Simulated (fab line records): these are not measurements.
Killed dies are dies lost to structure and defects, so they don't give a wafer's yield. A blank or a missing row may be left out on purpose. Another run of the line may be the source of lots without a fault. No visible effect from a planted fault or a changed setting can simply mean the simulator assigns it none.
fab line records    flow nandHarc
record: lots: 6  wafers: 18  lastDay: 24
route steps=1159 shown A_CONTACT@946
lots with no fault: from the same line, run without faults
startH: the number of hours between the record's first day and the start of the first shown wafer of the lot    waitH: time in hours since the lot's previous step    " unchanged from the row above    L1.1+2: a row that stands for several wafers    - no value, or no start was given    * or withheld: withheld    < > ~ a bound
route shown NAME@n: NAME is a module with steps in the file, n the number in the route of the first one    usual: mean/standard deviation of fault-free wafers    same: alike in all rows    chamber/n: place in a boat    sites: each site's reading    _std_site: standard deviation across them    _edge_site: outer sites' mean less inner sites'    radiusMm: how far each site lies from the wafer's centre    mask NAME#n: copy n    behind: tool/chamber where the wafer was last shaped    hold: the reason the lot was held/the length of the hold in hours/how it ended    device: the n, p or np transistor that did not switch    end of line: at the end of the route, the tests of the same wafers    step lacking rows: just its recipe    killed: at the first sort, the dies lost to defects and structure; wafer yield is something else    map: a wafer's dies, x killed, . not, _ none there
set.NAME: the setting the step ran with; set.NAME@STEP: the setting that earlier step ran with    model.NAME: the simulator's own value behind a step, which no gauge read
lots at selected steps of the route; one table per step, one row per wafer
services: when a tool's chamber went out of use (startH, in hours from the record's first day, below 0 if earlier), for how many hours, and the reason
== steps ==
step: NHARC_A_CONTACT_ETCH_137
recipe: sourceW: withheld  pressureMtorr: 20  biasV: 3000  timeS: 132  targetDepthA: 12870  arFlowSccm: withheld  c4f8FlowSccm: withheld  o2FlowSccm: withheld  chemistry: C4F8/O2/Ar
usual: oesAirLineAu: 0.999/0.021
lot.wafer  tool           chamber  startH  waitH  oesAirLineAu  rfHoursCounterH
L528.1     harCapEtch-02  1        407.66  0.1    0.986         18
L528.5     "              0        "       "      0.975         -
L528.6     "              1        "       "      0.952         -
L532.1     harCapEtch-02  0        413.03  0.1    0.975         19
L532.3     "              0        "       "      0.977         -
L532.6     "              1        "       "      0.997         -
L541.1     harCapEtch-02  1        471.97  0.1    0.983         30
L541.2     "              0        "       "      0.983         30
L541.6     "              0        "       "      0.970         -
L546.2     harCapEtch-02  1        494.30  0.1    0.997         34
L546.4     "              1        "       "      1.014         -
L546.5     "              0        "       "      1.041         -
L547.2     harCapEtch-01  0        508.43  0.1    1.029         80
L547.1     "              1        "       "      0.996         80
L547.3     "              1        "       "      0.997         -
L549.3     harCapEtch-01  0        526.45  0.1    1.036         -
L549.4     "              1        "       "      1.023         -
L549.6     "              1        "       "      1.013         -
step: NHARC_A_CONTACT_ETCH_138
recipe: sourceW: withheld  pressureMtorr: 20  biasV: 3000  timeS: 132  targetDepthA: 12890  arFlowSccm: withheld  c4f8FlowSccm: withheld  o2FlowSccm: withheld  chemistry: C4F8/O2/Ar
usual: oesAirLineAu: 0.997/0.018
lot.wafer  tool           chamber  startH  waitH  oesAirLineAu  rfHoursCounterH
L528.1     harCapEtch-02  1        407.78  0.1    0.987         19
L528.5     "              0        "       "      0.975         -
L528.6     "              1        "       "      0.976         -
L532.1     harCapEtch-02  0        413.16  0.1    1.000         19
L532.3     "              0        "       "      0.988         -
L532.6     "              1        "       "      1.001         -
L541.1     harCapEtch-02  1        472.09  0.1    0.982         30
L541.2     "              0        "       "      0.994         30
L541.6     "              0        "       "      1.019         -
L546.2     harCapEtch-02  1        494.42  0.1    0.994         34
L546.4     "              1        "       "      1.022         -
L546.5     "              0        "       "      1.018         -
L547.2     harCapEtch-01  0        508.55  0.1    0.985         80
L547.1     "              1        "       "      0.984         80
L547.3     "              1        "       "      0.985         -
L549.3     harCapEtch-01  0        526.57  0.1    1.008         -
L549.4     "              1        "       "      0.999         -
L549.6     "              1        "       "      0.999         -
step: NHARC_A_CONTACT_ETCH_139
recipe: sourceW: withheld  pressureMtorr: 20  biasV: 400  timeS: 137  targetDepthA: 5900  arFlowSccm: withheld  c4f8FlowSccm: 11.5  o2FlowSccm: 7.2  chemistry: C4F8/O2/Ar
usual: oesAirLineAu: 1.004/0.02
lot.wafer  tool           chamber  startH  waitH  oesAirLineAu  rfHoursCounterH
L528.1     harCapEtch-02  1        407.92  0.1    1.002         19
L528.5     "              0        "       "      1.020         -
L528.6     "              1        "       "      1.029         -
L532.1     harCapEtch-02  0        413.34  0.2    1.037         19
L532.3     "              0        "       "      0.981         -
L532.6     "              1        "       "      0.983         -
L541.1     harCapEtch-02  1        472.21  0.1    1.006         30
L541.2     "              0        "       "      0.986         30
L541.6     "              0        "       "      0.995         -
L546.2     harCapEtch-02  1        494.55  0.1    0.994         34
L546.4     "              1        "       "      1.007         -
L546.5     "              0        "       "      0.989         -
L547.2     harCapEtch-01  0        508.68  0.1    0.998         80
L547.1     "              1        "       "      0.988         80
L547.3     "              1        "       "      0.966         -
L549.3     harCapEtch-01  0        526.73  0.1    1.012         -
L549.4     "              1        "       "      0.990         -
L549.6     "              1        "       "      0.982         -
step: NHARC_A_CONTACT_ETCH_92
recipe: targetDepthA: 400  overEtchFrac: 0.5  timeS: 85.7  ionEnergyEv: 120  ch3fFlowSccm: 50  o2FlowSccm: 30  arFlowSccm: 200  rfW: 500  biasW: 100  chemistry: CH3F/O2
step: NHARC_A_CONTACT_ETCH_98
recipe: targetDepthA: 200  overEtchFrac: 0.5  timeS: 10  ionEnergyEv: 250  c4f6FlowSccm: 25  o2FlowSccm: 20  arFlowSccm: 500  rfW: 600  biasW: 500  chemistry: C4F6/O2
step: NHARC_A_CONTACT_CD_MEAS_15
usual: cdNm: 89.9/0.79
lot.wafer  tool      chamber  startH  waitH  cdNm
L528.1     cdSem-02  -        408.51  -      90.8
L528.5     "         -        "       "      90.4
L528.6     "         -        "       "      90.6
L532.1     cdSem-03  -        413.98  -      88.8
L532.3     "         -        "       "      89.4
L532.6     "         -        "       "      88.9
L541.1     cdSem-01  -        472.83  -      91.3
L541.2     "         -        "       "      90.1
L541.6     "         -        "       "      89.3
L546.2     cdSem-01  -        495.22  -      90.9
L546.4     "         -        "       "      90.8
L546.5     "         -        "       "      90.2
L547.1     cdSem-02  -        509.46  -      89.2
L547.2     "         -        "       "      90.1
L547.3     "         -        "       "      89.7
L549.3     cdSem-02  -        527.29  -      89.9
L549.4     "         -        "       "      90.1
L549.6     "         -        "       "      89.4
step: NHARC_A_CONTACT_STRIP_107
recipe: n2FlowSccm: 150  h2FlowSccm: 150  arFlowSccm: 0  biasW: 0  chemistry: N2/H2
step: NHARC_A_CONTACT_STRIP_108
recipe: cf4FlowSccm: 100  chf3FlowSccm: 30  arFlowSccm: 0  biasW: 0  chemistry: CF4/CHF3
step: NHARC_A_CONTACT_STRIP_109
recipe: o2FlowSccm: 400  cosFlowSccm: 20  arFlowSccm: 0  biasW: 0  chemistry: O2/COS
step: NHARC_A_CONTACT_ETCH_110
recipe: targetDepthA: 500  overetchA: 50  timeS: 27.5  ionEnergyEv: 100  cf4FlowSccm: 80  o2FlowSccm: 20  arFlowSccm: 0  rfW: 300  biasW: 100  chemistry: CF4/O2
usual: drypumpMotorCurrentA: 6.0/0.49  mfcArSccm: 0.008/0.0096  oesProductAu: 1.002/0.012  rfFwdPowerW: 294.5/1.4  rfVppV: 197.2/1.5  showerheadPlenumPTorr: 1.30/0.056  throttleValvePct: 13.397/0.0083
lot.wafer  tool        chamber  startH  waitH  drypumpMotorCurrentA  mfcArSccm  oesProductAu  rfFwdPowerW  rfHoursCounterH  rfVppV  showerheadPlenumPTorr  throttleValvePct
L528.1     rieDiel-12  3        408.87  0.1    6.3                   0          1.007         295.6        5                195.4   1.24                   13.399
L528.6     "           3        "       "      6.3                   0          0.995         295.6        -                195.6   1.24                   13.401
L528.5     "           0        "       "      6.6                   0          0.996         294.3        -                196.5   1.32                   13.409
L532.3     rieDiel-12  1        414.28  0.1    5.9                   0.011      1.006         295.8        5                196.1   1.31                   13.424
L532.1     "           2        "       "      5.4                   0.026      0.990         292.5        4                198.0   1.34                   13.405
L532.6     "           2        "       "      5.4                   0.026      0.985         293.0        -                196.8   1.34                   13.383
L541.2     rieDiel-05  3        473.20  0.1    4.8                   0.006      0.991         292.0        45               195.8   1.28                   13.389
L541.1     "           1        "       "      6.0                   0.017      1.034         296.0        38               196.8   1.27                   13.383
L541.6     "           0        "       "      5.9                   0.000      1.004         293.6        -                195.8   1.24                   13.393
L546.4     rieDiel-12  2        495.55  0.1    5.4                   0.026      0.990         294.6        20               198.0   1.33                   13.397
L546.2     "           3        "       "      6.2                   0          1.008         293.5        21               195.3   1.24                   13.395
L546.5     "           2        "       "      5.4                   0.026      0.990         293.1        -                197.1   1.33                   13.396
L547.2     rieDiel-08  1        509.90  0.1    6.5                   0.021      0.999         295.8        9                196.1   1.24                   13.402
L547.3     "           2        "       "      6.1                   0.016      1.002         295.7        9                199.4   1.43                   13.407
L547.1     "           3        "       "      6.0                   0          1.001         297.4        9                198.1   1.30                   13.399
L549.3     rieDiel-12  2        527.57  0.0    5.4                   0.026      0.979         294.3        26               197.2   1.33                   13.392
L549.4     "           1        "       "      6.0                   0.011      1.000         296.6        23               198.0   1.30                   13.410
L549.6     "           3        "       "      6.3                   0          1.001         295.8        -                194.3   1.24                   13.394
step: NHARC_A_CONTACT_STRIP_26
recipe: o2FlowSccm: 500  arFlowSccm: 0  biasW: 0  chemistry: O2
usual: drypumpMotorCurrentA: 6.0/0.5  mfcArSccm: 0.008/0.0093  oesProductAu: 1.002/0.012  rfVppV: 57.5/0.89  showerheadPlenumPTorr: 3.45/0.13  throttleValvePct: 17.036/0.0085
lot.wafer  tool        chamber  startH  waitH  drypumpMotorCurrentA  mfcArSccm  oesProductAu  rfHoursCounterH  rfVppV  showerheadPlenumPTorr  throttleValvePct
L528.1     rieDiel-12  2        -       -      5.4                   0.026      0.995         3                58.2    3.53                   17.034
L528.6     "           0        "       "      6.6                   0          0.994         -                57.4    3.48                   17.031
L528.5     "           1        "       "      6.0                   0.011      0.995         -                56.2    3.46                   17.055
L532.1     rieDiel-12  2        -       -      5.4                   0.026      0.991         4                57.3    3.53                   17.044
L532.3     "           3        "       "      6.3                   0          1.017         5                57.7    3.29                   17.036
L532.6     "           1        "       "      5.9                   0.011      1.008         -                58.2    3.46                   17.033
L541.2     rieDiel-05  2        -       -      6.4                   0          1.021         45               59.2    3.75                   17.043
L541.1     "           3        "       "      4.8                   0.006      0.996         45               57.2    3.39                   17.040
L541.6     "           1        "       "      6.0                   0.017      1.019         -                57.1    3.37                   17.027
L546.4     rieDiel-12  1        -       -      6.0                   0.011      1.011         18               56.7    3.45                   17.052
L546.2     "           3        "       "      6.3                   0          1.012         21               56.2    3.29                   17.033
L546.5     "           2        "       "      5.4                   0.026      0.989         -                58.7    3.52                   17.033
L547.2     rieDiel-08  1        -       -      6.5                   0.021      0.989         9                55.3    3.29                   17.039
L547.3     "           2        "       "      6.1                   0.016      0.991         9                58.1    3.77                   17.044
L547.1     "           3        "       "      6.0                   0          1.003         9                57.6    3.43                   17.035
L549.3     rieDiel-12  3        -       -      6.3                   0          1.014         27               56.7    3.28                   17.035
L549.4     "           2        "       "      5.4                   0.026      0.981         26               57.2    3.52                   17.049
L549.6     "           3        "       "      6.3                   0          1.003         -                58.3    3.28                   17.028
step: NHARC_A_CONTACT_STRIP_27
recipe: timeS: 600  tempC: 30  chemistry: postEtchResidueRemover
step: NHARC_A_CONTACT_ALD_18
recipe: targetThkA: 30  pulseTimeS: 1  aldCycles: 150  tempC: 450  material: TiN
usual: aldCycles: 150/0  heaterPowerW: 1054/110  precursorPulseHeightRel: 0.999/0.02
lot.wafer  tool         chamber  startH  waitH  aldCycles  heaterPowerW  precursorPulseHeightRel
L528.1     aldMetal-02  1        409.58  -      150        1086          0.985
L528.6     "            3        "       "      150        1052          0.994
L528.5     "            0        "       "      150        938           0.994
L532.1     aldMetal-03  0        414.94  -      150        1035          0.995
L532.3     "            2        "       "      150        1131          0.996
L532.6     "            3        "       "      150        1204          0.991
L541.1     aldMetal-03  1        473.90  -      150        1125          1.000
L541.2     "            3        "       "      150        1220          1.002
L541.6     "            0        "       "      63         1034          0.976
L546.2     aldMetal-02  0        496.25  -      150        964           1.012
L546.4     "            1        "       "      150        1079          1.021
L546.5     "            3        "       "      150        1122          0.985
L547.3     aldMetal-03  0        510.55  -      63         1094          1.000
L547.2     "            1        "       "      150        1141          1.011
L547.1     "            2        "       "      150        1056          0.983
L549.3     aldMetal-01  3        528.22  -      150        832           0.958
L549.4     "            2        "       "      150        1203          0.992
L549.6     "            3        "       "      150        848           0.993
step: NHARC_A_CONTACT_CVD_19
recipe: targetThkA: 3000  tempC: 300  pressureTorr: 40  wf6FlowSccm: 40  h2FlowSccm: 1600  arFlowSccm: 1560  timeS: 802  material: W
== services ==
tool         chamber  startH  hours  kind
rieDiel-12   0        388.64  -      clean
rieDiel-12   1        388.64  -      clean
rieDiel-12   2        388.64  -      clean
rieDiel-12   3        388.64  -      clean
rieDiel-08   1        393.69  15.0   repair
aldMetal-03  0        397.36  14.3   repair
rieDiel-12   0        413.14  -      clean
rieDiel-12   1        413.14  -      clean
rieDiel-12   2        413.14  -      clean
rieDiel-12   3        413.14  -      clean
rieDiel-12   0        437.64  -      clean
rieDiel-05   1        439.54  9.8    repair
rieDiel-12   1        441.76  11.6   repair
rieDiel-05   0        452.51  7.6    repair
rieDiel-05   -        452.60  2.0    repair
aldMetal-01  -        458.00  10.0   pm
rieDiel-12   0        478.21  5.0    repair
rieDiel-08   -        479.57  9.0    pm
aldMetal-03  -        483.71  0.9    repair
aldMetal-01  -        486.28  0.5    repair
aldMetal-03  -        500.00  10.0   pm
rieDiel-05   3        508.06  6.2    repair
aldMetal-02  -        510.55  0.6    repair
rieDiel-05   -        517.75  9.0    pm
== key ==
firstSign: step: NHARC_A_CONTACT_ALD_18  reading: aldCycles  direction: down  sigmas: 99+  usual: 150  struck: 63
effect none on later readings
metAt NHARC_A_CONTACT_ALD_18
struckWafers L541.6,L547.3
laterRowsLeftOut L541.6,L547.3
sortLeftOut L541.6,L547.3
testerLeftOut L541,L547
onsetBetween 414.94 473.90
fault: kind: processParameterDrift  tool: aldMetal-03  chamber: 0  onsetH: 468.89  steps: NHARC_A_CONTACT_ALD_18  channel: aldCycles  offset: -87  shape: step  endH: 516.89  actsIn: theseRecipesOnly  stated: 150
testerLeftOut: of these lots the tester's yield and bins aren't shown, on N5 and GAA mostly nor the transistor test; their killed dies are dies lost to structure and defects alone, not to doping, threshold or leakage, so they don't give the yield
sortLeftOut: the simulated sort isn't trusted on such a fault, so these wafers' sort isn't shown, and their yield isn't known
laterRowsLeftOut: the simulator's readings of these wafers behind a module that went badly wrong aren't trusted and aren't shown, but for the sort
